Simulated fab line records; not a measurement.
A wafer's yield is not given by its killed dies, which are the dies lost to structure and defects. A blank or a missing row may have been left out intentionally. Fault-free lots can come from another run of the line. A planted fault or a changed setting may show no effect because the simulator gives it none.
fab line records ; flow n5Finfet
record: lots: 7; wafers: 21
route steps=1938 shown BEOL_M3@941 BEOL_M5@1116 PASSIVATION@1936
startH: the number of hours between the record's first day and the start of the first shown wafer of the lot ; waitH: how many hours have passed since the lot's step before this one ; " the same as in the row above ; L1.1+2: a row that stands for several wafers ; - value missing, or start not given ; * or withheld: withheld ; < > ~ a bound
route shown NAME@n: a module of which the file shows steps, and the number in the route of the first ; usual: mean and standard deviation over wafers with no fault ; same: alike in all rows ; chamber/n: place in a boat ; sites: per-site readings ; _std_site: standard deviation of those values ; _edge_site: mean of outer sites minus mean of inner sites ; radiusMm: for every site, how far away it sits from the centre of the wafer ; mask NAME#n: copy n ; behind: tool/chamber where the wafer was last shaped ; hold: why the lot went on hold/how many hours it stayed there/how the hold came to an end ; device: names the non-switching transistor (n, p or np) ; end of line: the same wafers' tests at the end of the route ; step lacking rows: just its recipe ; killed: at the first sort, the dies lost to defects and structure; wafer yield is something else ; map: per-die view of a wafer (x killed, . not killed, _ where there is no die)
set.NAME: the setting that was run; set.NAME@STEP: the one run at that earlier step ; model.NAME: the simulator's own value behind a step, which no gauge read
lots where settings were altered on purpose, with a table for each step and a row for each wafer
== steps ==
step: N5_BEOL_M3_EXPOSE_08
recipe: maskId: M3; na: 0.33; sourceShape: dipole; sigmaInner: 0.369; sigmaOuter: 0.767; polarization: unpolarized; doseMj: 33
lot.wafer;tool;chamber;startH;waitH;mask;set.doseMj
L074.2+4+6;euvScanner-02;0;145.84;-;M3#0;33
L075.2+4+6;euvScanner-02;0;151.77;-;M3#0;33
L082.3;euvScanner-01;0;196.74;-;M3#0;33
L082.4+6;euvScanner-01;0;196.74;-;M3#0;34.96
L084.3+4+6;euvScanner-02;0;204.20;-;M3#0;33
L086.1+2+6;euvScanner-02;0;223.41;-;M3#0;33
L095.1+4+6;euvScanner-02;0;275.87;-;M3#0;33
L093.1+4;euvScanner-01;0;282.76;-;M3#0;33
L093.2;euvScanner-01;0;282.76;-;M3#0;34.73
step: N5_BEOL_M3_PEB_09
recipe: pebTempC: 100; pebTimeS: 60; resist: CAR-EUV
step: N5_BEOL_M3_DEVELOP_10
recipe: developTimeS: 30; developer: TMAH; resist: CAR-EUV; rinseLiquid: surfactantRinse; dry: airSpin; devTempC: 23
step: N5_BEOL_M3_CD_MEAS_11
recipe: targetCdNm: 17.05; landingEnergyEv: 500; detector: seInlens; polarity: opening
usual: cdNm: 17.03/0.24
lot.wafer;tool;chamber;startH;waitH;set.doseMj@BEOL_M3_EXPOSE_08;cdNm
L074.2;cdSem-03;0;145.96;-;33;16.98
L074.4;cdSem-03;0;145.96;-;33;17.11
L074.6;cdSem-03;0;145.96;-;33;16.85
L075.2;cdSem-03;0;151.89;-;33;17.20
L075.4;cdSem-03;0;151.89;-;33;17.03
L075.6;cdSem-03;0;151.89;-;33;17.05
L082.3;cdSem-02;0;196.86;-;33;17.50
L082.4;cdSem-02;0;196.86;-;34.96;18.57
L082.6;cdSem-02;0;196.86;-;34.96;18.45
L084.3;cdSem-03;0;204.31;-;33;17.17
L084.4;cdSem-03;0;204.31;-;33;16.85
L084.6;cdSem-03;0;204.31;-;33;17.03
L086.1;cdSem-01;0;223.54;-;33;16.96
L086.2;cdSem-01;0;223.54;-;33;17.05
L086.6;cdSem-01;0;223.54;-;33;16.93
L095.1;cdSem-01;0;276.00;-;33;17.13
L095.4;cdSem-01;0;276.00;-;33;17.28
L095.6;cdSem-01;0;276.00;-;33;17.27
L093.1;cdSem-03;0;282.88;-;33;17.00
L093.2;cdSem-03;0;282.88;-;34.73;18.16
L093.4;cdSem-03;0;282.88;-;33;16.94
step: N5_BEOL_M3_DESCUM_16
recipe: chemistry: O2; timeS: 7; sourcePowerW: 50; biasPowerW: 20; pressureMtorr: 20; rfFrequencyHz: 2.712e+07; tempC: 40; resist: CAR-EUV; o2FlowSccm: 225
step: N5_BEOL_M3_ETCH_74
recipe: chemistry: N2/H2; target: underlayer; targetDepthA: 65; maskMaterial: CAR-EUV; timeS: 5.2; ionEnergyEv: 200; pressureMtorr: 30; sourceW: 840; biasW: 150; n2FlowSccm: 200; h2FlowSccm: 200; ends: cleared
lot.wafer;tool;chamber;startH;waitH;set.doseMj@BEOL_M3_EXPOSE_08;model.BEOL_M3.cdOffsetNm
L074.2+4;rieDiel-05;0,3;146.12;0.0;33;-0.2
L074.6;rieDiel-05;2;146.12;0.0;33;-0.4
L075.2;rieDiel-03;3;152.04;0.0;33;0.2
L075.4+6;rieDiel-03;2;152.04;0.0;33;0
L082.3;rieDiel-05;3;197.01;0.0;33;0
L082.4+6;rieDiel-05;1,3;197.01;0.0;34.96;1
L084.3;rieDiel-05;1;204.47;0.0;33;-0.4
L084.4+6;rieDiel-05;0,1;204.47;0.0;33;0
L086.1+2;rieDiel-05;3,1;223.97;0.0;33;-0.2
L086.6;rieDiel-05;2;223.97;0.0;33;0
L095.1;rieDiel-04;0;276.17;0.0;33;0.2
L095.4+6;rieDiel-04;1;276.17;0.0;33;0
L093.1;rieDiel-04;2;283.04;0.0;33;0
L093.2;rieDiel-04;0;283.04;0.0;34.73;0.8
L093.4;rieDiel-04;1;283.04;0.0;33;-0.2
step: N5_BEOL_M3_ETCH_63
recipe: chemistry: CF4; target: SiARC; targetDepthA: 156; maskMaterial: CAR-EUV; timeS: 26; ionEnergyEv: 80; pressureMtorr: 40; sourceW: 545; biasW: 36; Ar_flow_sccm: 100; cf4FlowSccm: 100; ends: cleared
step: N5_BEOL_M3_ETCH_64
recipe: chemistry: N2/H2; target: SOC; targetDepthA: 750; overetchA: 150; maskMaterial: SiARC; tempC: 40; timeS: 112.5; ionEnergyEv: 200; pressureMtorr: 30; sourceW: 840; biasW: 150; n2FlowSccm: 200; h2FlowSccm: 200
lot.wafer;tool;chamber;startH;waitH;set.doseMj@BEOL_M3_EXPOSE_08;model.BEOL_M3.cdOffsetNm
L074.2;rieDiel-05;0;146.16;0.0;33;-0.2
L074.4+6;rieDiel-05;3,2;146.16;0.0;33;-0.4
L075.2;rieDiel-03;3;152.09;0.0;33;0.4
L075.4+6;rieDiel-03;2;152.09;0.0;33;0.2
L082.3;rieDiel-05;3;197.06;0.0;33;0
L082.4;rieDiel-05;1;197.06;0.0;34.96;1
L082.6;rieDiel-05;3;197.06;0.0;34.96;1.2
L084.3;rieDiel-05;1;204.51;0.0;33;-0.4
L084.4;rieDiel-05;0;204.51;0.0;33;-0.2
L084.6;rieDiel-05;1;204.51;0.0;33;0
L086.1;rieDiel-05;3;224.01;0.0;33;0
L086.2;rieDiel-05;1;224.01;0.0;33;0.2
L086.6;rieDiel-05;2;224.01;0.0;33;0.4
L095.1;rieDiel-04;0;276.21;0.0;33;0.4
L095.4;rieDiel-04;1;276.21;0.0;33;0
L095.6;rieDiel-04;1;276.21;0.0;33;-0.2
L093.1+4;rieDiel-04;2,1;283.09;0.0;33;0
L093.2;rieDiel-04;0;283.09;0.0;34.73;1.2
step: N5_BEOL_M3_STRIP_65
recipe: chemistry: N2/H2; tempC: 40; n2FlowSccm: 200; h2FlowSccm: 200; rfFrequencyHz: 6e+07
step: N5_BEOL_M3_STRIP_75
recipe: chemistry: N2/H2; tempC: 40; n2FlowSccm: 200; h2FlowSccm: 200; rfFrequencyHz: 6e+07
step: N5_BEOL_M3_STRIP_66
recipe: chemistry: CF4; resist: SiARC; powerW: 300; biasPowerW: 75; pressureMtorr: 50; cf4FlowSccm: 150; rfFrequencyHz: 6e+07
step: N5_BEOL_M3_HM_OPEN_17
recipe: chemistry: Cl2/BCl3; targetDepthA: 200; overetchA: 60; target: TiN; maskMaterial: SOC; ionEnergyEv: 150; pressureMtorr: 10; icpW: 1000; biasW: 126; Cl2_flow_sccm: 53.25; bcl3FlowSccm: 21.75; Ar_flow_sccm: 25
lot.wafer;tool;chamber;startH;waitH;set.targetThkA@BEOL_M3_HM_DEP_02;set.doseMj@BEOL_M3_EXPOSE_08;model.etch.depthNm;model.BEOL_M3.cdOffsetNm
L074.2;rieMetal-01;0;146.33;0.0;200;33;19.6;-0.2
L074.4;rieMetal-01;1;146.33;0.0;200;33;19.53;-0.2
L074.6;rieMetal-01;1;146.33;0.0;200;33;19.45;-0.4
L075.2;rieMetal-02;0;152.26;0.0;200;33;19.6;0.4
L075.4;rieMetal-02;0;152.26;0.0;200;33;19.61;0.2
L075.6;rieMetal-02;1;152.26;0.0;200;33;20.38;0.2
L082.3;rieMetal-02;1;197.26;0.1;200;33;20.05;0
L082.4;rieMetal-02;0;197.26;0.1;200;34.96;20.01;1
L082.6;rieMetal-02;0;197.26;0.1;221.3;34.96;22.37;1.2
L084.3;rieMetal-02;1;204.72;0.1;200;33;20.48;-0.2
L084.4;rieMetal-02;0;204.72;0.1;174.5;33;17.53;-0.2
L084.6;rieMetal-02;1;204.72;0.1;174.5;33;18.01;0.2
L086.1;rieMetal-01;1;224.18;0.0;200;33;19.8;0
L086.2;rieMetal-01;1;224.18;0.0;200;33;19.94;0.2
L086.6;rieMetal-01;1;224.18;0.0;200;33;19.96;0.4
L095.1;rieMetal-02;0;276.38;0.0;200;33;20.06;0.4
L095.4;rieMetal-02;1;276.38;0.0;180.9;33;18.04;0.2
L095.6;rieMetal-02;1;276.38;0.0;200;33;19.68;0
L093.1;rieMetal-01;1;283.26;0.0;200;33;20.24;0.2
L093.2;rieMetal-01;0;283.26;0.0;200;34.73;19.9;1
L093.4;rieMetal-01;1;283.26;0.0;200;33;20.25;0
step: N5_BEOL_M5_HM_DEP_02
recipe: material: TiN; targetThkA: 200; tempC: 25; chamberPressurePa: 0.49996
lot.wafer;tool;chamber;startH;waitH;set.targetThkA;model.TiN_of_BEOL_M5_HM_DEP_02.thkNm
L074.2;pvdSputter-01;-;175.31;0.9;192.3;19.4
L074.4;pvdSputter-01;-;175.31;0.9;200;20.4
L074.6;pvdSputter-01;-;175.31;0.9;200;20.2
L075.2;pvdSputter-01;-;178.66;1.5;200;20
L075.4+6;pvdSputter-01;-;178.66;1.5;200;19.8
L082.3+4;pvdSputter-01;-;223.26;1.4;200;19.8
L082.6;pvdSputter-01;-;223.26;1.4;200;20
L084.3;pvdSputter-02;-;239.06;1.7;186;18.4
L084.4;pvdSputter-02;-;239.06;1.7;200;20
L084.6;pvdSputter-02;-;239.06;1.7;186;19
L086.1;pvdSputter-02;-;249.40;0.6;200;20.2
L086.2;pvdSputter-02;-;249.40;0.6;200;20.6
L086.6;pvdSputter-02;-;249.40;0.6;200;20.4
L095.1;pvdSputter-03;-;297.51;1.1;200;20.4
L095.4;pvdSputter-03;-;297.51;1.1;221.4;22.2
L095.6;pvdSputter-03;-;297.51;1.1;221.4;22.8
L093.1;pvdSputter-02;-;319.25;0.3;200;19.8
L093.2;pvdSputter-02;-;319.25;0.3;192.7;19.2
L093.4;pvdSputter-02;-;319.25;0.3;200;19.6
step: N5_BEOL_M5_EXPOSE_08
recipe: maskId: M5; na: 0.33; sourceShape: annular; sigmaInner: 0.4; sigmaOuter: 0.8; polarization: unpolarized; targetCdNm: 28; doseMj: 35.75
lot.wafer;tool;chamber;startH;waitH;mask;set.doseMj
L074.2+4+6;euvScanner-01;0;175.58;-;M5#0;35.75
L075.2+4+6;euvScanner-02;0;179.05;-;M5#0;35.75
L082.3+4;euvScanner-02;0;223.66;-;M5#0;37.62
L082.6;euvScanner-02;0;223.66;-;M5#0;35.75
L084.3;euvScanner-01;0;239.47;-;M5#0;33.66
L084.4+6;euvScanner-01;0;239.47;-;M5#0;35.75
L086.1+2+6;euvScanner-01;0;249.66;-;M5#0;35.75
L095.1+4+6;euvScanner-01;0;297.77;-;M5#0;35.75
L093.1+2;euvScanner-01;0;319.64;-;M5#0;34.84
L093.4;euvScanner-01;0;319.64;-;M5#0;35.75
step: N5_BEOL_M5_PEB_09
recipe: pebTempC: 100; pebTimeS: 60; resist: CAR-EUV
step: N5_BEOL_M5_DEVELOP_10
recipe: developTimeS: 30; developer: TMAH; resist: CAR-EUV; rinseLiquid: surfactantRinse; dry: airSpin; devTempC: 23
step: N5_BEOL_M5_CD_MEAS_11
recipe: targetCdNm: 27.74; landingEnergyEv: 500; detector: seInlens
usual: cdNm: 27.93/0.25
lot.wafer;tool;chamber;startH;waitH;set.doseMj@BEOL_M5_EXPOSE_08;cdNm
L074.2;cdSem-02;0;175.70;-;35.75;27.96
L074.4;cdSem-02;0;175.70;-;35.75;27.72
L074.6;cdSem-02;0;175.70;-;35.75;28.14
L075.2;cdSem-01;0;179.18;-;35.75;27.94
L075.4;cdSem-01;0;179.18;-;35.75;28.07
L075.6;cdSem-01;0;179.18;-;35.75;28.04
L082.3;cdSem-02;0;223.78;-;37.62;29.16
L082.4;cdSem-02;0;223.78;-;37.62;29.09
L082.6;cdSem-02;0;223.78;-;35.75;28.03
L084.3;cdSem-03;0;239.59;-;33.66;26.28
L084.4;cdSem-03;0;239.59;-;35.75;27.61
L084.6;cdSem-03;0;239.59;-;35.75;27.73
L086.1;cdSem-03;0;249.79;-;35.75;27.96
L086.2;cdSem-03;0;249.79;-;35.75;28.14
L086.6;cdSem-03;0;249.79;-;35.75;27.75
L095.1;cdSem-02;0;297.90;-;35.75;27.62
L095.4;cdSem-02;0;297.90;-;35.75;28.41
L095.6;cdSem-02;0;297.90;-;35.75;27.69
L093.1;cdSem-03;0;319.77;-;34.84;27.42
L093.2;cdSem-03;0;319.77;-;34.84;27.17
L093.4;cdSem-03;0;319.77;-;35.75;27.53
step: N5_BEOL_M5_DESCUM_16
recipe: chemistry: O2; timeS: 7; sourcePowerW: 50; biasPowerW: 20; pressureMtorr: 20; rfFrequencyHz: 2.712e+07; tempC: 40; resist: CAR-EUV; o2FlowSccm: 225
lot.wafer;tool;chamber;startH;waitH;set.doseMj@BEOL_M5_EXPOSE_08;model.BEOL_M5.cdNm
L074.2+4;rieDiel-05;2,0;175.82;0.0;35.75;28
L074.6;rieDiel-05;2;175.82;0.0;35.75;28.2
L075.2;rieDiel-03;2;179.30;0.0;35.75;27.8
L075.4+6;rieDiel-03;0;179.30;0.0;35.75;28
L082.3;rieDiel-05;1;224.16;0.3;37.62;28.8
L082.4;rieDiel-05;3;224.16;0.3;37.62;29
L082.6;rieDiel-05;1;224.16;0.3;35.75;27.6
L084.3;rieDiel-03;2;239.91;0.2;33.66;26
L084.4;rieDiel-03;3;239.91;0.2;35.75;28
L084.6;rieDiel-03;0;239.91;0.2;35.75;27.6
L086.1;rieDiel-03;1;249.92;0.0;35.75;28.2
L086.2;rieDiel-03;2;249.92;0.0;35.75;28
L086.6;rieDiel-03;0;249.92;0.0;35.75;27.8
L095.1+4+6;rieDiel-05;0,1,1;298.03;0.0;35.75;27.8
L093.1;rieDiel-05;0;319.89;0.0;34.84;27.6
L093.2;rieDiel-05;3;319.89;0.0;34.84;27.2
L093.4;rieDiel-05;2;319.89;0.0;35.75;28
step: N5_BEOL_M5_ETCH_72
recipe: chemistry: N2/H2; target: underlayer; targetDepthA: 65; maskMaterial: CAR-EUV; timeS: 5.2; ionEnergyEv: 200; pressureMtorr: 30; sourceW: 840; biasW: 150; n2FlowSccm: 200; h2FlowSccm: 200; ends: cleared
step: N5_BEOL_M5_ETCH_61
recipe: chemistry: CF4; target: SiARC; targetDepthA: 156; maskMaterial: CAR-EUV; timeS: 26; ionEnergyEv: 80; pressureMtorr: 40; sourceW: 545; biasW: 36; Ar_flow_sccm: 100; cf4FlowSccm: 100; ends: cleared
lot.wafer;tool;chamber;startH;waitH;set.doseMj@BEOL_M5_EXPOSE_08;model.BEOL_M5.cdNm
L074.2;rieDiel-05;2;175.88;0.0;35.75;27.8
L074.4;rieDiel-05;0;175.88;0.0;35.75;27.6
L074.6;rieDiel-05;2;175.88;0.0;35.75;28
L075.2;rieDiel-03;2;179.35;0.0;35.75;27.8
L075.4+6;rieDiel-03;0;179.35;0.0;35.75;28
L082.3;rieDiel-05;1;224.21;0.0;37.62;28.8
L082.4;rieDiel-05;3;224.21;0.0;37.62;29.2
L082.6;rieDiel-05;1;224.21;0.0;35.75;27.6
L084.3;rieDiel-03;2;239.97;0.0;33.66;26
L084.4;rieDiel-03;3;239.97;0.0;35.75;28.2
L084.6;rieDiel-03;0;239.97;0.0;35.75;27.6
L086.1;rieDiel-03;1;249.97;0.0;35.75;28.2
L086.2+6;rieDiel-03;2,0;249.97;0.0;35.75;28
L095.1+4+6;rieDiel-05;0,1,1;298.08;0.0;35.75;27.8
L093.1;rieDiel-05;0;319.94;0.0;34.84;27.6
L093.2;rieDiel-05;3;319.94;0.0;34.84;27.2
L093.4;rieDiel-05;2;319.94;0.0;35.75;28
step: N5_BEOL_M5_ETCH_62
recipe: chemistry: N2/H2; target: SOC; targetDepthA: 750; overetchA: 150; maskMaterial: SiARC; tempC: 40; timeS: 112.5; ionEnergyEv: 200; pressureMtorr: 30; sourceW: 840; biasW: 150; n2FlowSccm: 200; h2FlowSccm: 200
lot.wafer;tool;chamber;startH;waitH;set.doseMj@BEOL_M5_EXPOSE_08;model.BEOL_M5.cdNm
L074.2;rieDiel-05;2;175.90;0.0;35.75;27.8
L074.4;rieDiel-05;0;175.90;0.0;35.75;27.6
L074.6;rieDiel-05;2;175.90;0.0;35.75;28
L075.2;rieDiel-03;2;179.38;0.0;35.75;27.6
L075.4+6;rieDiel-03;0;179.38;0.0;35.75;27.8
L082.3;rieDiel-05;1;224.24;0.0;37.62;28.8
L082.4;rieDiel-05;3;224.24;0.0;37.62;29.2
L082.6;rieDiel-05;1;224.24;0.0;35.75;27.6
L084.3;rieDiel-03;2;239.99;0.0;33.66;26.2
L084.4;rieDiel-03;3;239.99;0.0;35.75;28
L084.6;rieDiel-03;0;239.99;0.0;35.75;27.4
L086.1+2;rieDiel-03;1,2;249.99;0.0;35.75;28.2
L086.6;rieDiel-03;0;249.99;0.0;35.75;28
L095.1;rieDiel-05;0;298.11;0.0;35.75;28
L095.4+6;rieDiel-05;1;298.11;0.0;35.75;27.8
L093.1;rieDiel-05;0;319.97;0.0;34.84;27.8
L093.2;rieDiel-05;3;319.97;0.0;34.84;27
L093.4;rieDiel-05;2;319.97;0.0;35.75;28
step: N5_BEOL_M5_STRIP_63
recipe: chemistry: N2/H2; tempC: 40; n2FlowSccm: 200; h2FlowSccm: 200; rfFrequencyHz: 6e+07
step: N5_BEOL_M5_STRIP_73
recipe: chemistry: N2/H2; tempC: 40; n2FlowSccm: 200; h2FlowSccm: 200; rfFrequencyHz: 6e+07
step: N5_BEOL_M5_STRIP_64
recipe: chemistry: CF4; resist: SiARC; powerW: 300; biasPowerW: 75; pressureMtorr: 50; cf4FlowSccm: 150; rfFrequencyHz: 6e+07
step: N5_BEOL_M5_HM_OPEN_17
recipe: chemistry: Cl2/BCl3; targetDepthA: 200; overetchA: 60; target: TiN; maskMaterial: SOC; ionEnergyEv: 150; pressureMtorr: 10; icpW: 1000; biasW: 126; Cl2_flow_sccm: 53.25; bcl3FlowSccm: 21.75; Ar_flow_sccm: 25
lot.wafer;tool;chamber;startH;waitH;set.targetThkA@BEOL_M5_HM_DEP_02;set.doseMj@BEOL_M5_EXPOSE_08;model.BEOL_M5.cdNm;model.etch.depthNm
L074.2;rieMetal-02;0;176.08;0.0;192.3;35.75;28;19.41
L074.4;rieMetal-02;0;176.08;0.0;200;35.75;27.6;20.37
L074.6;rieMetal-02;1;176.08;0.0;200;35.75;27.8;20.24
L075.2;rieMetal-02;0;179.54;0.0;200;35.75;27.6;19.94
L075.4;rieMetal-02;0;179.54;0.0;200;35.75;27.8;19.82
L075.6;rieMetal-02;1;179.54;0.0;200;35.75;27.8;19.76
L082.3;rieMetal-02;0;224.47;0.1;200;37.62;28.8;19.86
L082.4;rieMetal-02;1;224.47;0.1;200;37.62;29;19.89
L082.6;rieMetal-02;1;224.47;0.1;200;35.75;27.6;19.93
L084.3;rieMetal-03;0;240.19;0.1;186;33.66;26.2;18.39
L084.4;rieMetal-03;1;240.19;0.1;200;35.75;28.2;19.96
L084.6;rieMetal-03;1;240.19;0.1;186;35.75;27.4;18.92
L086.1;rieMetal-03;1;250.16;0.0;200;35.75;28.2;20.13
L086.2;rieMetal-03;0;250.16;0.0;200;35.75;28;20.51
L086.6;rieMetal-03;1;250.16;0.0;200;35.75;28;20.39
L095.1;rieMetal-01;1;298.28;0.0;200;35.75;28.2;20.4
L095.4;rieMetal-01;1;298.28;0.0;221.4;35.75;27.8;22.13
L095.6;rieMetal-01;1;298.28;0.0;221.4;35.75;28;22.72
L093.1;rieMetal-02;1;320.14;0.0;200;34.84;27.8;19.83
L093.2;rieMetal-02;0;320.14;0.0;192.7;34.84;27;19.13
L093.4;rieMetal-02;0;320.14;0.0;200;35.75;28.2;19.65
step: N5_BEOL_M5_STRIP_19
recipe: chemistry: O2; powerW: 400; tempC: 40; pressureMtorr: 30; rfFrequencyHz: 6e+07; biasPowerW: 0; overashFraction: 0.2; o2FlowSccm: 225
step: N5_BEOL_M5_DESCUM_33
recipe: chemistry: O2; timeS: 7; sourcePowerW: 50; biasPowerW: 20; pressureMtorr: 20; rfFrequencyHz: 2.712e+07; tempC: 40; resist: CAR-EUV; o2FlowSccm: 225
step: N5_BEOL_M5_ETCH_75
recipe: chemistry: N2/H2; target: underlayer; targetDepthA: 65; maskMaterial: CAR-EUV; timeS: 5.2; ionEnergyEv: 200; pressureMtorr: 30; sourceW: 840; biasW: 150; n2FlowSccm: 200; h2FlowSccm: 200; ends: cleared
lot.wafer;tool;chamber;startH;waitH;set.doseMj@BEOL_M5_EXPOSE_08;model.BEOL_M5.cdNm
L074.2;rieDiel-03;3;178.77;0.0;35.75;28
L074.4+6;rieDiel-03;2,0;178.77;0.0;35.75;27.8
L075.2;rieDiel-03;0;180.56;0.0;35.75;27.6
L075.4+6;rieDiel-03;2,3;180.56;0.0;35.75;28
L082.3;rieDiel-04;2;228.05;0.0;37.62;28.6
L082.4;rieDiel-04;1;228.05;0.0;37.62;29
L082.6;rieDiel-04;2;228.05;0.0;35.75;27.2
L084.3;rieDiel-03;2;241.88;0.0;33.66;26.2
L084.4;rieDiel-03;0;241.88;0.0;35.75;27.8
L084.6;rieDiel-03;2;241.88;0.0;35.75;27.2
L086.1;rieDiel-04;1;250.85;0.0;35.75;28
L086.2;rieDiel-04;2;250.85;0.0;35.75;27.6
L086.6;rieDiel-04;1;250.85;0.0;35.75;27.8
L095.1;rieDiel-03;2;300.68;0.0;35.75;28.2
L095.4+6;rieDiel-03;3,2;300.68;0.0;35.75;27.8
L093.1;rieDiel-03;0;321.47;0.0;34.84;27.8
L093.2;rieDiel-03;1;321.47;0.0;34.84;27
L093.4;rieDiel-03;3;321.47;0.0;35.75;27.8
step: N5_BEOL_M5_ETCH_67
recipe: chemistry: CF4; target: SiARC; targetDepthA: 156; maskMaterial: CAR-EUV; timeS: 26; ionEnergyEv: 80; pressureMtorr: 40; sourceW: 545; biasW: 36; Ar_flow_sccm: 100; cf4FlowSccm: 100; ends: cleared
step: N5_BEOL_M5_ETCH_68
recipe: chemistry: N2/H2; target: SOC; targetDepthA: 800; overetchA: 160; maskMaterial: SiARC; tempC: 40; timeS: 120; ionEnergyEv: 200; pressureMtorr: 30; sourceW: 840; biasW: 150; n2FlowSccm: 200; h2FlowSccm: 200
step: N5_BEOL_M5_STRIP_85
recipe: chemistry: C4F6/O2; resist: SiARC; rfFrequencyHz: 6e+07
step: N5_BEOL_M5_STRIP_36
recipe: chemistry: N2/H2; powerW: 450; tempC: 40; pressureMtorr: 20; rfFrequencyHz: 6e+07; overashFraction: 0.3; biasPowerW: 7; h2Frac: 0.5; n2FlowSccm: 200; h2FlowSccm: 200
step: N5_BEOL_M5_TRENCH_ETCH_37
recipe: chemistry: C4F6/O2; targetDepthA: 716.52; target: SiCOH_lowk; timeS: 24.7; ionEnergyEv: 250; pressureMtorr: 30; sourceW: 345; biasW: 185; Ar_flow_sccm: 300; C4F6_flow_sccm: 10; O2_flow_sccm: 10
lot.wafer;tool;chamber;startH;waitH;set.targetThkA@BEOL_M5_HM_DEP_02;model.TiN_of_BEOL_M5_HM_DEP_02.thkNm
L074.2;rieDiel-03;3;-;-;192.3;17.2
L074.4+6;rieDiel-03;2,0;-;-;200;18.2
L075.2+4;rieDiel-03;0,2;-;-;200;17.8
L075.6;rieDiel-03;3;-;-;200;17.6
L082.3+4+6;rieDiel-04;2,1,2;-;-;200;17.8
L084.3;rieDiel-03;2;-;-;186;16.2
L084.4;rieDiel-03;0;-;-;200;17.8
L084.6;rieDiel-03;2;-;-;186;16.8
L086.1;rieDiel-04;1;-;-;200;18
L086.2+6;rieDiel-04;2,1;-;-;200;18.4
L095.1;rieDiel-03;2;-;-;200;18.2
L095.4;rieDiel-03;3;-;-;221.4;20
L095.6;rieDiel-03;2;-;-;221.4;20.6
L093.1;rieDiel-03;0;-;-;200;17.8
L093.2;rieDiel-03;1;-;-;192.7;17
L093.4;rieDiel-03;3;-;-;200;17.4
step: N5_PASSIVATION_PROBE_49
usual: defectLimitedYield: 91.4/1.3; killedDies: 101/15; sortYieldPct: 91.4/1.3
lot.wafer;tool;chamber;startH;waitH;set.doseMj@BEOL_M3_EXPOSE_08;defectLimitedYield[%];killedDies;sortYieldPct[%]
L074.2;prober-01;-;289.92;0.1;33;90.5;112;90.4
L074.4;prober-01;-;290.02;0.2;33;90.5;112;90.5
L074.6;prober-01;-;290.12;0.3;33;89.1;129;89.1
L075.2;prober-02;-;289.93;0.1;33;90.3;114;90.3
L075.4;prober-02;-;290.03;0.2;33;92.5;88;92.5
L075.6;prober-02;-;290.13;0.3;33;92.1;93;92.1
L082.3;prober-01;-;328.71;0.1;33;93.2;80;93.2
L082.4;prober-01;-;328.76;0.2;34.96;13.6;1020;13.6
L082.6;prober-01;-;328.86;0.3;34.96;12.9;1028;12.9
L084.3;prober-02;-;337.19;0.1;33;91.1;105;91.1
L084.4;prober-02;-;337.24;0.2;33;90.6;111;90.6
L084.6;prober-02;-;337.34;0.3;33;89.1;129;89.1
L086.1;prober-01;-;352.87;0.0;33;91.3;103;91.3
L086.2;prober-01;-;352.92;0.1;33;93.2;80;93.2
L086.6;prober-01;-;353.12;0.3;33;92.0;94;92.0
L095.1;prober-01;-;397.27;0.0;33;88.7;133;88.7
L095.4;prober-01;-;397.42;0.2;33;91.1;105;91.1
L095.6;prober-01;-;397.52;0.3;33;92.0;94;92.0
L093.1;prober-02;-;418.65;0.6;33;89.9;119;89.9
L093.2;prober-02;-;418.70;0.6;34.73;47.6;618;47.6
L093.4;prober-02;-;418.80;0.7;33;93.4;78;93.4
== key ==
split: step: N5_BEOL_M3_EXPOSE_08; setting: doseMj; stated: 33; by: wafer
response: step: N5_BEOL_M3_CD_MEAS_11; reading: cdNm; change: +0.195; per: 1%; r: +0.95
response: step: N5_BEOL_M3_ETCH_74; reading: model.BEOL_M3.cdOffsetNm; change: +0.17; per: 1%; r: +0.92
response: step: N5_BEOL_M3_ETCH_64; reading: model.BEOL_M3.cdOffsetNm; change: +0.204; per: 1%; r: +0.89
response: step: N5_BEOL_M3_HM_OPEN_17; reading: model.BEOL_M3.cdOffsetNm; change: +0.179; per: 1%; r: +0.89
response: step: N5_PASSIVATION_PROBE_49; reading: defectLimitedYield; slope: -11.2; per: 1%; togetherWith: none; explained: 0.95
response: step: N5_PASSIVATION_PROBE_49; reading: killedDies; slope: +133; per: 1%; togetherWith: none; explained: 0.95
response: step: N5_PASSIVATION_PROBE_49; reading: sortYieldPct; slope: -11.2; per: 1%; togetherWith: none; explained: 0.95
split: step: N5_BEOL_M5_HM_DEP_02; setting: targetThkA; stated: 200; by: wafer
response: step: N5_BEOL_M5_HM_DEP_02; reading: model.TiN_of_BEOL_M5_HM_DEP_02.thkNm; change: +0.192; per: 1%; r: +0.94
response: step: N5_BEOL_M5_HM_OPEN_17; reading: model.etch.depthNm; change: +0.19; per: 1%; r: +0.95
response: step: N5_BEOL_M5_TRENCH_ETCH_37; reading: model.TiN_of_BEOL_M5_HM_DEP_02.thkNm; change: +0.196; per: 1%; r: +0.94
split: step: N5_BEOL_M5_EXPOSE_08; setting: doseMj; stated: 35.75; by: wafer
response: step: N5_BEOL_M5_CD_MEAS_11; reading: cdNm; change: +0.212; per: 1%; r: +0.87
response: step: N5_BEOL_M5_DESCUM_16; reading: model.BEOL_M5.cdNm; change: +0.277; per: 1%; r: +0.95
response: step: N5_BEOL_M5_ETCH_61; reading: model.BEOL_M5.cdNm; change: +0.293; per: 1%; r: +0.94
response: step: N5_BEOL_M5_ETCH_62; reading: model.BEOL_M5.cdNm; change: +0.259; per: 1%; r: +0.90
response: step: N5_BEOL_M5_HM_OPEN_17; reading: model.BEOL_M5.cdNm; change: +0.267; per: 1%; r: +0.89
response: step: N5_BEOL_M5_ETCH_75; reading: model.BEOL_M5.cdNm; change: +0.25; per: 1%; r: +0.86
split outsideThisFile step=N5_BEOL_M3_HM_DEP_02 setting=targetThkA
split outsideThisFile: this setting was split too, and the file shows its column; the key of that split is in another file
